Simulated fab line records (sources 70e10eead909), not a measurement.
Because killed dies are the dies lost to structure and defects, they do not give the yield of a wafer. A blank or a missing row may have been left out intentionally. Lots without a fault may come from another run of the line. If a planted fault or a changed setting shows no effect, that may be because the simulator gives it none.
Which tool did it? | flow nand harc | 42 wafers from 14 lots sampled at 5 of the route's 1302 steps

## WHAT EACH GAUGE READ, for each wafer
NHARC_END_SORT_01. Usual: for defect limited yield, 89.9 % with a standard deviation of 2.9; for killed at array, 64 with a standard deviation of 20; for killed at other, 0.7 with a standard deviation of 1.1; for killed at periphery, 3.6 with a standard deviation of 2.7; for killed dies, 68 with a standard deviation of 20; for killed open, 2.8 with a standard deviation of 1.9; for killed short, 2.3 with a standard deviation of 1.5.
lot  | measured     | on        | defect limited yield (%) | killed at array | killed at other | killed at periphery | killed dies | killed open | killed short | flag
L341 | day 26 10:49 | prober-02 | 91.7 92.5 90.5           | 54 47 60        | 0 0 0           | 2 4 4               | 56 51 64    | 2 4 0       | 1 1 6        |
L347 | day 28 05:19 | prober-01 | 90.3 91.0 91.4           | 57 56 56        | 3 0 0           | 6 5 2               | 66 61 58    | 4 3 4       | 3 0 2        |
L351 | day 30 00:38 | prober-01 | 0 0 0                    | 38 43 49        | 630 622 621     | 9 12 7              | 677 677 677 | 1 3 4       | 1 3 2        | OFF

## EACH LOT AND THE TOOL THAT RAN IT (in order: tool; ch and the chambers of the sampled wafers; start)
lot  | NHARC_A_M1_PRE_CLEAN_32         | NHARC_A_BONDPAD_DEP_00                     | NHARC_A_BONDPAD_PRE_CLEAN_26            | NHARC_THIN_TSV_ETCH_44
L338 | pecvd-03 ch 0,1,2, day 23 11:33 | pecvd-01 ch 0,1, day 23 12:11              | pvd sputter-02, day 24 04:42 or earlier | rie diel-11 ch 1,2,3, day 24 04:42
L339 | pecvd-03 ch 0,1, day 23 16:25   | pecvd-01 ch 1,2, day 23 17:03              | pvd sputter-02, day 24 09:34 or earlier | rie diel-10 ch 0,2,3, day 24 09:34
L341 | pecvd-04 ch 0,1, day 25 02:49   | pecvd-04 ch 0,2, day 25 20:09 or earlier   | pvd sputter-01, day 25 20:09 or earlier | rie diel-10 ch 0,2,3, day 25 20:09
L344 | pecvd-02 ch 1,2, day 25 06:53   | pecvd-01 ch 0,2, day 25 07:30              | pvd sputter-03, day 26 03:54 or earlier | rie diel-07 ch 0,2,3, day 26 03:54
L342 | pecvd-03 ch 0,2, day 26 03:49   | pecvd-04 ch 0,1,2, day 26 04:30            | pvd sputter-02, day 26 22:52 or earlier | rie diel-11 ch 0,2,3, day 26 22:52
L343 | pecvd-04 ch 1,2, day 26 06:26   | pecvd-03 ch 0,1,2, day 26 07:03            | pvd sputter-03, day 26 23:53 or earlier | rie diel-07 ch 2,3, day 26 23:53
L345 | pecvd-04 ch 0,1,2, day 26 09:11 | pecvd-03 ch 0,1, day 26 09:52              | pvd sputter-03, day 27 02:23 or earlier | rie diel-10 ch 1,3, day 27 02:23
L347 | pecvd-02 ch 1,2, day 26 18:26   | pecvd-01 ch 0,2, day 26 19:04              | pvd sputter-03, day 27 11:29 or earlier | rie diel-07 ch 0,3, day 27 11:29
L350 | pecvd-03 ch 0,1,2, day 28 07:59 | pecvd-01 ch 0,1,2, day 28 08:36            | pvd sputter-02, day 29 03:02 or earlier | rie diel-10 ch 1,2,3, day 29 03:02
L351 | pecvd-04 ch 0,1,2, day 28 13:43 | pecvd-04 ch 0,1,2, day 29 06:53 or earlier | pvd sputter-02, day 29 06:53 or earlier | rie diel-07 ch 2,3, day 29 06:53
L353 | pecvd-03 ch 0,2, day 28 21:02   | pecvd-01 ch 0,1,2, day 28 21:39            | pvd sputter-02, day 29 15:26 or earlier | rie diel-10 ch 0,1, day 29 15:26
L360 | pecvd-02 ch 0,1,2, day 32 08:38 | pecvd-04 ch 0,1,2, day 32 09:18            | pvd sputter-01, day 33 01:31 or earlier | rie diel-10 ch 0,1,3, day 33 01:31
L359 | pecvd-03 ch 0,2, day 32 11:05   | pecvd-01 ch 1,2, day 32 11:42              | pvd sputter-02, day 33 02:47 or earlier | rie diel-07 ch 0,1,2, day 33 02:47
L361 | pecvd-02 ch 0,2, day 32 11:51   | pecvd-01 ch 0,1, day 32 12:29              | pvd sputter-03, day 33 05:18 or earlier | rie diel-11 ch 0,1,2, day 33 05:18
- NHARC_A_M1_PRE_CLEAN_32: time 12 s.
- NHARC_A_BONDPAD_DEP_00: deposits SiCN, target thk 250 nm.
- NHARC_A_BONDPAD_PRE_CLEAN_26: time 30 s.
- NHARC_THIN_TSV_ETCH_44: etches the open film in CF4/O2, target depth 1594.2 nm, time 797.1 s.

## AS READ BY THE TOOLS THEMSELVES (means over the sampled wafers that have a number; for cases with no such wafer, the mark the record gives instead)
NHARC_A_M1_PRE_CLEAN_32. Usual: heater power w 607 W, standard deviation 90.
lot  | tool     | heater power w (W) | flag
L338 | pecvd-03 | 588                |
L339 | pecvd-03 | 557                |
L341 | pecvd-04 | 672                |
L344 | pecvd-02 | 674                |
L342 | pecvd-03 | 624                |
L343 | pecvd-04 | 539                |
L345 | pecvd-04 | 610                |
L347 | pecvd-02 | 622                |
L350 | pecvd-03 | 639                |
L351 | pecvd-04 | 619                |
L353 | pecvd-03 | 664                |
L360 | pecvd-02 | 614                |
L359 | pecvd-03 | 675                |
L361 | pecvd-02 | 666                |

NHARC_A_BONDPAD_DEP_00. Usual: heater power w 570 W, standard deviation 91.
lot  | tool     | heater power w (W) | flag
L338 | pecvd-01 | 614                |
L339 | pecvd-01 | 643                |
L341 | pecvd-04 | 613                |
L344 | pecvd-01 | 595                |
L342 | pecvd-04 | 528                |
L343 | pecvd-03 | 603                |
L345 | pecvd-03 | 572                |
L347 | pecvd-01 | 598                |
L350 | pecvd-01 | 580                |
L351 | pecvd-04 | 530                |
L353 | pecvd-01 | 587                |
L360 | pecvd-04 | 581                |
L359 | pecvd-01 | 620                |
L361 | pecvd-01 | 535                |

NHARC_A_BONDPAD_PRE_CLEAN_26. Usual: heater power w 426 W, standard deviation 44.
lot  | tool           | heater power w (W) | flag
L338 | pvd sputter-02 | 436                |
L339 | pvd sputter-02 | 433                |
L341 | pvd sputter-01 | 377                |
L344 | pvd sputter-03 | 398                |
L342 | pvd sputter-02 | 431                |
L343 | pvd sputter-03 | 445                |
L345 | pvd sputter-03 | 426                |
L347 | pvd sputter-03 | 421                |
L350 | pvd sputter-02 | 457                |
L351 | pvd sputter-02 | 465                |
L353 | pvd sputter-02 | 456                |
L360 | pvd sputter-01 | 382                |
L359 | pvd sputter-02 | 455                |
L361 | pvd sputter-03 | 438                |

NHARC_THIN_TSV_ETCH_44. Usual: for bias w, 800.0 W with a standard deviation of 2.6; for cf4 flow sccm, 150.1 sccm with a standard deviation of 0.42; for drypump motor current A, 5.7 A with a standard deviation of 0.45; for oes product au, 1.001 a.u. with a standard deviation of 0.016; for rf vpp V, 795 V with a standard deviation of 3.2; for showerhead plenum p Torr, 1.84 Torr with a standard deviation of 0.051; for throttle valve pct, 16.915 % with a standard deviation of 0.0086.
lot  | tool        | bias w (W) | cf4 flow sccm (sccm) | drypump motor current A (A) | oes product au (a.u.) | rf vpp V (V) | showerhead plenum p Torr (Torr) | throttle valve pct (%) | flag
L338 | rie diel-11 | 801.1      | 150.4                | 5.7                         | 0.994                 | 796          | 1.87                            | 16.908                 |
L339 | rie diel-10 | 799.3      | 149.7                | 5.9                         | 1.007                 | 795          | 1.85                            | 16.915                 |
L341 | rie diel-10 | 801.4      | 149.8                | 5.9                         | 1.011                 | 795          | 1.85                            | 16.910                 |
L344 | rie diel-07 | 799.6      | 150.1                | 5.7                         | 1.014                 | 793          | 1.81                            | 16.913                 |
L342 | rie diel-11 | 800.1      | 150.2                | 5.9                         | 0.998                 | 796          | 1.86                            | 16.909                 |
L343 | rie diel-07 | 799.5      | 150.4                | 5.5                         | 1.012                 | 795          | 1.84                            | 16.921                 |
L345 | rie diel-10 | 799.5      | 150.3                | 6.1                         | 1.003                 | 797          | 1.88                            | 16.921                 |
L347 | rie diel-07 | 801.2      | 149.9                | 5.8                         | 1.016                 | 791          | 1.78                            | 16.923                 |
L350 | rie diel-10 | 800.0      | 150.2                | 5.8                         | 0.993                 | 795          | 1.83                            | 16.921                 |
L351 | rie diel-07 | -          | -                    | -                           | -                     | -            | -                               | -                      | OFF
L353 | rie diel-10 | -          | -                    | -                           | -                     | -            | -                               | -                      | OFF
L360 | rie diel-10 | 796.9      | 150.0                | 5.8                         | 0.998                 | 796          | 1.87                            | 16.921                 |
L359 | rie diel-07 | 800.4      | 150.2                | 5.7                         | 1.005                 | 791          | 1.79                            | 16.913                 |
L361 | rie diel-11 | 801.2      | 150.3                | 5.7                         | 0.987                 | 795          | 1.84                            | 16.909                 |

## THE ANSWER, worked out from the rows above alone
Rule: lot off if the mean of its wafers having a number is beyond 3 standard deviations from the usual mean. A lot without any number at a reading at which 4 lots or more have one is off too. All remaining lots with rows at the step are treated as sound. Order of review: gauges by route order, followed by the tools' own readings, for which a lot's mean as printed above is used. The first step at which some lot is off is used, and at that step the reading that is off furthest; a lot without a number counts as furthest.
Off, at NHARC_END_SORT_01 on killed at other: L351. Neither off nor sound, because the step has no rows for them: L338, L339, L344, L342, L343, L345, L350, L353, L360, L359, L361.
If a tool, at a process step before that reading, ran all the lots that are off and no sound lot after the first of them, it fits. Not tried: the gauges at NHARC_END_SORT_01; whatever is off there is also off at NHARC_THIN_TSV_ETCH_44, on other tools, and gauge error can't account for it. NHARC_A_BONDPAD_DEP_00 gives no start for some lots, so the hours and the order of its lots are those of NHARC_THIN_TSV_ETCH_44. NHARC_A_BONDPAD_PRE_CLEAN_26 gives no start for some lots, so the hours and the order of its lots are those of NHARC_THIN_TSV_ETCH_44. Can't be told from this: 3 tools fit, pecvd-04 at NHARC_A_M1_PRE_CLEAN_32 and NHARC_A_BONDPAD_DEP_00, pvd sputter-02 at NHARC_A_BONDPAD_PRE_CLEAN_26, rie diel-07 at NHARC_THIN_TSV_ETCH_44.

## WHAT HAD BEEN PUT IN BY THE SIMULATOR
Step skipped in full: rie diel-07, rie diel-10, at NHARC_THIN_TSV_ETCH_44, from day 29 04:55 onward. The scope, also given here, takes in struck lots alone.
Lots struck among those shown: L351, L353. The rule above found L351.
